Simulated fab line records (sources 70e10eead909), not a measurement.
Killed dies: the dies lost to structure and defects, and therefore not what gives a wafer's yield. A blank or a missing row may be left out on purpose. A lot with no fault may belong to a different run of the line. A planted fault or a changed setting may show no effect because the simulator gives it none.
fab line records	flow nandHarc	part 2 of 2: steps 27 to 41 of 41
record lots=5	wafers=15	lastDay=24
route steps=1159 shown A_BLC@964 A_M0@994
lots that met no fault: from a run of the same line without faults
startH: hours from the record's opening day to when the first of the lot's shown wafers began	waitH: hours from the lot's prior step to this one	" as in the row above	L1.1+2: a row that stands for several wafers	- no value present, or no start provided	* or withheld: withheld	< > ~ a bound
route shown NAME@n: names a module that has steps shown in the file, with the first one's number in the route	usual: mean/standard deviation of fault-free wafers	same: alike in all rows	chamber/n: place in a boat	sites: per-site readings	_std_site: the values' standard deviation	_edge_site: the outer-site mean with the inner-site mean subtracted	radiusMm: for every site, how far away it sits from the centre of the wafer	mask NAME#n: copy n	behind: tool/chamber where the wafer was last shaped	hold: why the lot went on hold/how many hours it stayed there/how the hold came to an end	device: the transistor (n, p or np) that didn't switch	end of line: the tests these same wafers got at the end of their route	a step with no rows: only its recipe	killed: dies lost to structure and defects at the first sort, not the wafer's yield	map: a wafer's dies, marking killed ones x, the rest . and places with no die _
set.NAME: the setting as run; set.NAME@STEP: as run at that earlier step	model.NAME: the simulator's own value behind a step, which no gauge read
a table for each step, a row for each wafer; lots at some steps of the route
services: when a tool's chamber went out of use (startH, in hours from the record's first day, below 0 if earlier), for how many hours, and the reason
## steps
# step NHARC_A_BLC_CMP_25
# recipe tOverpolishS=30	targetThkNm=150
# usual motorCurrentA=12.2/1.5	overpolishRunS=30.001/0.01	timeToEndpointS=30.8/2.6
lot.wafer	tool	chamber	startH	waitH	motorCurrentA	overpolishRunS	timeToEndpointS
L078.2	cmp-03	2	411.17	0.4	12.3	30.011	27.9
L078.4	"	0	"	"	14.5	29.998	30.9
L078.3	"	1	"	"	11.2	29.987	31.5
L077.1	cmp-03	0	415.58	0.5	14.2	30.022	28.9
L077.4	"	1	"	"	11.4	30.013	26.7
L077.6	"	2	"	"	12.0	30.023	28.0
L086.2	cmp-03	0	462.19	0.5	15.2	29.991	30.8
L086.4	"	1	"	"	12.0	29.996	29.5
L086.5	"	0	"	"	15.2	30.019	31.2
L087.4	cmp-03	3	464.73	0.3	10.4	29.996	32.8
L087.2	"	1	"	"	12.0	29.995	29.3
L087.1	"	2	"	"	13.0	29.996	30.3
L095.4	cmp-01	3	527.94	0.3	12.1	29.991	29.8
L095.5	"	2	"	"	11.7	29.988	29.9
L095.6	"	3	"	"	12.3	30.014	30.1
# step NHARC_A_BLC_SRD_27
lot.wafer	tool	chamber	startH	waitH
L078.2+3+4	wetBench-03	0,1,2	411.51	0.1
L077.4+6+1	wetBench-05	7,1,4	415.85	0.0
L086.5+2+4	wetBench-03	6,0,1	462.50	0.0
L087.2+4+1	wetBench-05	0,2,3	465.06	0.0
L095.4+6+5	wetBench-03	2,3,6	528.25	0.0
# step NHARC_A_BLC_INSPECT_28
# usual rawDefectCount=467/140
lot.wafer	tool	chamber	startH	waitH	rawDefectCount
L078.2	defectInspect-01	-	411.58	0.1	372
L078.3	"	-	"	"	418
L078.4	"	-	"	"	534
L077.1	defectInspect-02	-	415.93	0.1	516
L077.4	"	-	"	"	629
L077.6	"	-	"	"	674
L086.2	defectInspect-02	-	462.58	0.1	329
L086.4	"	-	"	"	438
L086.5	"	-	"	"	702
L087.1	defectInspect-01	-	465.14	0.1	316
L087.2	"	-	"	"	478
L087.4	"	-	"	"	348
L095.4	defectInspect-02	-	528.33	0.1	489
L095.5	"	-	"	"	448
L095.6	"	-	"	"	360
# step NHARC_A_M0_DEP_00
# recipe targetThkA=1500	targetThkNm=150	tempC=withheld	pressureTorr=5	flowSccm=200	rfW=600	material=SiOC
lot.wafer	tool	chamber	startH	waitH
L078.2+3+4	pecvd-01	0,1,0	411.70	0.1
L077.1+4+6	pecvd-04	2,0,1	416.00	0.1
L086.2+4+5	pecvd-02	1,2,1	462.73	0.2
L087.2+1+4	pecvd-02	0,1,1	465.20	0.1
L095.6+5+4	pecvd-02	2,0,1	528.54	0.2
# step NHARC_A_M0_DEHYDRATE_01
# recipe tempC=150	timeS=120
lot.wafer	tool	chamber	startH	waitH
L078.2+3+4	lithoTrack-06	0	412.06	-
L077.1+4+6	lithoTrack-04	0	416.41	-
L086.2+4+5	lithoTrack-04	0	463.05	-
L087.1+2+4	lithoTrack-01	0	465.61	-
L095.4+5+6	lithoTrack-04	0	528.82	-
# step NHARC_A_M0_HMDS_02
# recipe timeS=30
lot.wafer	tool	chamber	startH	waitH
L078.2+3+4	lithoTrack-06	0	-	-
L077.1+4+6	lithoTrack-04	0	-	-
L086.2+4+5	lithoTrack-04	0	-	-
L087.1+2+4	lithoTrack-01	0	-	-
L095.4+5+6	lithoTrack-04	0	-	-
# step NHARC_A_M0_COAT_33
# recipe tempC=200	timeS=65
lot.wafer	tool	chamber	startH	waitH
L078.2+3+4	lithoTrack-06	0	-	-
L077.1+4+6	lithoTrack-04	0	-	-
L086.2+4+5	lithoTrack-04	0	-	-
L087.1+2+4	lithoTrack-01	0	-	-
L095.4+5+6	lithoTrack-04	0	-	-
# step NHARC_A_M0_COAT_03
# recipe spinRpm=1500	resistThkNm=90
lot.wafer	tool	chamber	startH	waitH
L078.2+3+4	lithoTrack-06	0	-	-
L077.1+4+6	lithoTrack-04	0	-	-
L086.2+4+5	lithoTrack-04	0	-	-
L087.1+2+4	lithoTrack-01	0	-	-
L095.4+5+6	lithoTrack-04	0	-	-
# step NHARC_A_M0_SOFTBAKE_04
# recipe tempC=105	timeS=55
lot.wafer	tool	chamber	startH	waitH
L078.2+3+4	lithoTrack-06	0	-	-
L077.1+4+6	lithoTrack-04	0	-	-
L086.2+4+5	lithoTrack-04	0	-	-
L087.1+2+4	lithoTrack-01	0	-	-
L095.4+5+6	lithoTrack-04	0	-	-
# step NHARC_A_M0_EBR_05
lot.wafer	tool	chamber	startH	waitH
L078.2+3+4	lithoTrack-06	0	-	-
L077.1+4+6	lithoTrack-04	0	-	-
L086.2+4+5	lithoTrack-04	0	-	-
L087.1+2+4	lithoTrack-01	0	-	-
L095.4+5+6	lithoTrack-04	0	-	-
# step NHARC_A_M0_EXPOSE_06
# recipe na=1.35	targetCdNm=80	doseMj=83.25	maskId=A_M0
# usual focusOffsetNm=0.0/0.55
lot.wafer	tool	chamber	startH	waitH	mask	focusOffsetNm
L078.2	arfiScanner-01	0	412.36	-	A_M0#0	0.0
L078.3	"	0	"	"	A_M0#0	-0.3
L078.4	"	0	"	"	A_M0#0	0.7
L077.1	arfiScanner-01	0	416.57	-	A_M0#0	-0.1
L077.4	"	0	"	"	A_M0#0	0.3
L077.6	"	0	"	"	A_M0#0	-0.6
L086.2	arfiScanner-02	0	463.22	-	A_M0#0	1.0
L086.4	"	0	"	"	A_M0#0	0.8
L086.5	"	0	"	"	A_M0#0	0.9
L087.1	arfiScanner-02	0	465.77	-	A_M0#0	0.4
L087.2	"	0	"	"	A_M0#0	0.1
L087.4	"	0	"	"	A_M0#0	0.2
L095.4	arfiScanner-01	0	528.99	-	A_M0#0	0.3
L095.5	"	0	"	"	A_M0#0	0.3
L095.6	"	0	"	"	A_M0#0	-0.4
# step NHARC_A_M0_PEB_07
# recipe pebTempC=100	pebTimeS=65
lot.wafer	tool	chamber	startH	waitH
L078.2+3+4	lithoTrack-01	0	412.42	0.1
L077.1+4+6	lithoTrack-06	0	416.63	0.1
L086.2+4+5	lithoTrack-01	0	463.27	0.1
L087.1+2+4	lithoTrack-01	0	465.83	0.1
L095.4+5+6	lithoTrack-06	0	529.04	0.0
# step NHARC_A_M0_DEVELOP_08
# recipe developTimeS=35	devTempC=23
lot.wafer	tool	chamber	startH	waitH
L078.2+3+4	lithoTrack-01	0	-	-
L077.1+4+6	lithoTrack-06	0	-	-
L086.2+4+5	lithoTrack-01	0	-	-
L087.1+2+4	lithoTrack-01	0	-	-
L095.4+5+6	lithoTrack-06	0	-	-
# step NHARC_A_M0_CD_MEAS_09
# recipe targetCdNm=80	landingEnergyEv=500
# usual cdNm=80.1/0.61
lot.wafer	tool	chamber	startH	waitH	cdNm
L078.2	cdSem-03	0	412.50	-	79.0
L078.3	"	0	"	"	80.2
L078.4	"	0	"	"	79.8
L077.1	cdSem-03	0	416.72	-	81.1
L077.4	"	0	"	"	80.3
L077.6	"	0	"	"	79.3
L086.2	cdSem-03	0	463.36	-	79.4
L086.4	"	0	"	"	78.8
L086.5	"	0	"	"	80.0
L087.1	cdSem-01	0	465.91	-	80.8
L087.2	"	0	"	"	80.3
L087.4	"	0	"	"	79.9
L095.4	cdSem-02	0	529.12	-	81.1
L095.5	"	0	"	"	81.0
L095.6	"	0	"	"	79.6
# step NHARC_A_M0_OVL_MEAS_10
# recipe pitchNm=160
# usual overlayXNm=0.1/0.83	overlayYNm=0.0/1.1
lot.wafer	tool	chamber	startH	waitH	overlayXNm	overlayYNm
L078.2	overlay-01	-	412.58	-	-0.5	-2.4
L078.3	"	-	"	"	0.4	-2.2
L078.4	"	-	"	"	-0.4	-2.5
L077.1	overlay-01	-	416.81	-	-0.9	0.6
L077.4	"	-	"	"	-0.6	1.7
L077.6	"	-	"	"	-0.6	1.2
L086.2	overlay-01	-	463.44	-	1.1	-0.2
L086.4	"	-	"	"	0.9	-1.1
L086.5	"	-	"	"	1.0	-1.1
L087.1	overlay-02	-	466.00	-	1.2	0.7
L087.2	"	-	"	"	1.1	0.7
L087.4	"	-	"	"	1.0	0.9
L095.4	overlay-02	-	529.21	-	1.2	0.3
L095.5	"	-	"	"	1.4	0.4
L095.6	"	-	"	"	1.8	0.4
## services
tool	chamber	startH	hours	kind
arfiScanner-01	-	381.64	0.7	repair
pvdSputter-02	-	392.00	10.0	pm
rieDiel-09	0	401.81	17.0	repair
rieDiel-09	-	403.74	4.5	repair
rieDiel-08	0	416.34	102.6	repair
rieDiel-09	0	427.26	4.9	repair
rieDiel-05	2	429.54	1.5	repair
rieDiel-09	-	431.21	9.0	pm
arfiScanner-01	-	434.33	5.7	repair
rieDiel-08	-	435.59	0.2	repair
cmp-03	-	437.01	4.0	repair
lithoTrack-01	-	443.00	7.0	pm
rieDiel-09	-	450.31	0.4	repair
cmp-03	-	451.00	4.0	pm
arfiScanner-01	-	453.33	4.4	repair
lithoTrack-06	-	467.00	7.0	pm
arfiScanner-01	-	472.00	0.9	repair
rieDiel-08	-	478.80	9.0	pm
lithoTrack-04	-	491.00	7.0	pm
rieDiel-09	0	491.93	3.1	repair
rieDiel-09	3	508.69	14.2	repair
rieDiel-08	2	512.19	16.3	repair
pvdSputter-01	-	514.04	10.0	pm
rieDiel-05	-	517.60	9.0	pm
